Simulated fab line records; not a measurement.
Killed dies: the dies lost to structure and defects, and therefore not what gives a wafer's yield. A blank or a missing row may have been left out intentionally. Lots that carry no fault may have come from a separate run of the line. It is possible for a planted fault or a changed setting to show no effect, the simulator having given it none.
Split-lot trial + flow n5 finfet + 39 wafers read across 7 lots, on a route 1938 steps long

== ON THE SPLIT ==
At N5_HKMG_FIN_ETCH_32 (etches SOC in N2/H2, target depth 240 nm, time 300 s), the setting bias w was moved away from the recipe's 150 W on 18 of the 39 wafers read, by -18.5% to +13.2%. All remaining wafers had this setting at the recipe value.

The reading comes from the split's own step.

== THE READING ==
rf vpp V, in V, at N5_HKMG_FIN_ETCH_32 (etches SOC in N2/H2, target depth 240 nm, time 300 s). Fault-free wafers of this fab line usually give 524.3 V, standard deviation 1.7 V.

| wafer  | tool, chamber at the split | bias w as run, W | against the recipe | rf vpp V, V | against lot-mates on the recipe |
|--------|----------------------------|------------------|--------------------|-------------|---------------------------------|
| L075.1 | rie diel-01, 2             | 122.2            | -18.5%             | 461.1       | -63.1                           |
| L075.2 | rie diel-01, 1             | 122.2            | -18.5%             | 458.9       | -65.3                           |
| L075.3 | rie diel-01, 3             | 122.2            | -18.5%             | 461.4       | -62.8                           |
| L075.4 | rie diel-01, 3             | 150              | recipe             | 524.0       | -                               |
| L075.5 | rie diel-01, 2             | 150              | recipe             | 524.5       | -                               |
| L075.6 | rie diel-01, 1             | 150              | recipe             | 524.1       | -                               |
| L076.1 | rie diel-04, 2             | 142.4            | -5.1%              | 506.5       | -17.2                           |
| L076.2 | rie diel-04, 1             | 142.4            | -5.1%              | 511.0       | -12.7                           |
| L076.3 | rie diel-04, 3             | 150              | recipe             | 523.3       | -                               |
| L076.4 | rie diel-04, 0             | 142.4            | -5.1%              | 506.5       | -17.2                           |
| L076.5 | rie diel-04, 0             | 150              | recipe             | 523.8       | -                               |
| L076.6 | rie diel-04, 3             | 150              | recipe             | 524.0       | -                               |
| L077.3 | rie diel-03, 0             | 150              | recipe             | 526.5       | -                               |
| L077.5 | rie diel-03, 1             | 150              | recipe             | 523.0       | -                               |
| L077.6 | rie diel-03, 2             | 150              | recipe             | 524.5       | -                               |
| L078.1 | rie diel-01, 0             | 150              | recipe             | 528.4       | -                               |
| L078.2 | rie diel-01, 3             | 150              | recipe             | 524.6       | -                               |
| L078.3 | rie diel-01, 1             | 169.8            | +13.2%             | 566.0       | +40.3                           |
| L078.4 | rie diel-01, 2             | 169.8            | +13.2%             | 567.4       | +41.7                           |
| L078.5 | rie diel-01, 2             | 150              | recipe             | 524.1       | -                               |
| L078.6 | rie diel-01, 1             | 169.8            | +13.2%             | 566.4       | +40.7                           |
| L079.1 | rie diel-01, 0             | 150              | recipe             | 527.8       | -                               |
| L079.2 | rie diel-01, 2             | 150              | recipe             | 523.2       | -                               |
| L079.3 | rie diel-01, 3             | 150              | recipe             | 525.8       | -                               |
| L079.4 | rie diel-01, 1             | 163.3            | +8.9%              | 553.6       | +28.0                           |
| L079.5 | rie diel-01, 1             | 163.3            | +8.9%              | 553.4       | +27.8                           |
| L079.6 | rie diel-01, 2             | 163.3            | +8.9%              | 551.4       | +25.8                           |
| L087.1 | rie diel-01, 2             | 157.6            | +5.1%              | 540.5       | +15.1                           |
| L087.2 | rie diel-01, 3             | 150              | recipe             | 525.3       | -                               |
| L087.3 | rie diel-01, 0             | 157.6            | +5.1%              | 544.4       | +19.0                           |
| L087.4 | rie diel-01, 1             | 157.6            | +5.1%              | 539.9       | +14.5                           |
| L087.5 | rie diel-01, 1             | 150              | recipe             | 523.0       | -                               |
| L087.6 | rie diel-01, 0             | 150              | recipe             | 528.0       | -                               |
| L095.1 | rie diel-01, 3             | 163.6            | +9.1%              | 554.1       | +28.9                           |
| L095.2 | rie diel-01, 0             | 163.6            | +9.1%              | 557.7       | +32.5                           |
| L095.3 | rie diel-01, 2             | 150              | recipe             | 524.2       | -                               |
| L095.4 | rie diel-01, 1             | 163.6            | +9.1%              | 553.9       | +28.7                           |
| L095.5 | rie diel-01, 0             | 150              | recipe             | 528.3       | -                               |
| L095.6 | rie diel-01, 1             | 150              | recipe             | 523.1       | -                               |

FIT RESULTS
A straight line over all 39 wafers: rf vpp V changes by +3.35 V for each +1% of bias w; r = +1.00; the points scatter about the line by 2 V.
The same after taking each lot's own level away (the mean of its wafers on the recipe; 39 wafers): +3.29 V for each +1%; r = +1.00; scatter 2 V.
Per that fit: largest bias w move, reading shift of 61 V.
From 523.70 to 525.70 V: that is the span of the lots' own levels, equal to 1.2 times the standard deviation above.
The two slopes agree, so the slope changes little with the lot-to-lot level.
Check: -61.1 V against its lot-mates is what the line predicts for one of the wafers moved furthest among these (-18.5%) when that wafer is left out of the fit. Against them it came out at -63.1 V.
Tool readings at the split's step, against how far the setting was moved: rf vpp V r = +1.00.

== THESE WAFERS: OTHER SPLITS ==
These wafers also went through other splits before the reading. Each is held against what the fit with the lots' levels taken away leaves over:
| other split on the same wafers    | wafers away from the commonest value | r with rf vpp V (lot level and that fit taken away) |
|-----------------------------------|--------------------------------------|-----------------------------------------------------|
| N5_FIN_SAQP_SPACER2_ALD_28 temp c | 18                                   | +0.05                                               |
| N5_DUMMY_GATE_ETCH_32 time s      | 9                                    | +0.27                                               |
| N5_SD_EPI_P_ETCH_36 bias w        | 18                                   | +0.11                                               |
| N5_HKMG_FIN_CVD_62 target thk a   | 18                                   | -0.02                                               |

== THE WHOLE CHAIN: every reading that the file lists as answering this split, in the file's order ==
| step                | what it does                                         | reading                                                                           | change (the file's fit)               | r (the file's) |
|---------------------|------------------------------------------------------|-----------------------------------------------------------------------------------|---------------------------------------|----------------|
| N5_HKMG_FIN_ETCH_32 | etches SOC in N2/H2, target depth 240 nm, time 300 s | rf vpp V                                                                          | +3.28 V for each +1% of the setting   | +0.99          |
| N5_HKMG_FIN_ETCH_32 | etches SOC in N2/H2, target depth 240 nm, time 300 s | etch.depth nm (the simulator's own value, which no gauge read)                    | +1.21 nm for each +1% of the setting  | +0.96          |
| N5_HKMG_FIN_ETCH_32 | etches SOC in N2/H2, target depth 240 nm, time 300 s | HKMG_FIN.feature depth nm (the simulator's own value, which no gauge read)        | +1.21 nm for each +1% of the setting  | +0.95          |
| N5_HKMG_FIN_ETCH_32 | etches SOC in N2/H2, target depth 240 nm, time 300 s | SiARC_of_HKMG_FIN_COAT_30.thk nm (the simulator's own value, which no gauge read) | -0.178 nm for each +1% of the setting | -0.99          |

== FILE'S OWN FIT ==
rf vpp V changes by +3.28 V for each +1% of bias w, r = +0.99.
